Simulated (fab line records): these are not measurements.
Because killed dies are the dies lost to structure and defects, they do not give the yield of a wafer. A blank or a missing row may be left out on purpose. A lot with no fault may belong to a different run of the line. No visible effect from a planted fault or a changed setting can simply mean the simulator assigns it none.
Matching of chambers | flow n5-finfet | N5_SD_EPI_N_DESCUM_14 on rie-diel-04 has 4 sister chambers
The step chemistry O2, time 7.9 s. 4 wafers are shown with their chamber, then 9 later ones without.

## WAFERS PAIRED WITH THEIR CHAMBERS
wafer  | chamber | showerhead-plenum-p-Torr (Torr)
L089.1 | 0       | 2.21
L089.6 | 3       | 1.99
L090.4 | 1       | 2.14
L090.6 | 2       | 2.20

## WAFERS WITH NO CHAMBER GIVEN
wafer  | showerhead-plenum-p-Torr (Torr)
L091.2 | 2.14
L091.3 | 1.98
L091.5 | 2.14
L092.1 | 2.21
L092.2 | 1.98
L092.5 | 1.98
L095.2 | 2.19
L095.5 | 2.19
L095.6 | 1.98

## WHICH CHAMBER EACH WENT THROUGH
wafer  | from the rows above     | in truth
L091.2 | 1                       | 1
L091.3 | 3                       | 3
L091.5 | 1                       | 1
L092.1 | can't be placed: 0 or 2 | 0
L092.2 | 3                       | 3
L092.5 | 3                       | 3
L095.2 | can't be placed: 2 or 0 | 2
L095.5 | can't be placed: 2 or 0 | 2
L095.6 | 3                       | 3
Correctly placed: 6 of 9. From these rows, 3 cannot be placed; in 3 the true chamber is one of the candidates. Placed wrongly: 0.
How it was worked out, from the rows above alone: a wafer's distance from a chamber is the root of the sum, over the readings, of the square of ((its reading less the chamber's mean) divided by the reading's scatter). The wafer belongs to the nearest chamber; if the next one is less than 2 further off, it can't be placed. The mean given for a chamber averages the wafers shown for that chamber. The scatter: root of mean squared gap, hidden wafer to nearest shown wafer, with one shown wafer a chamber.
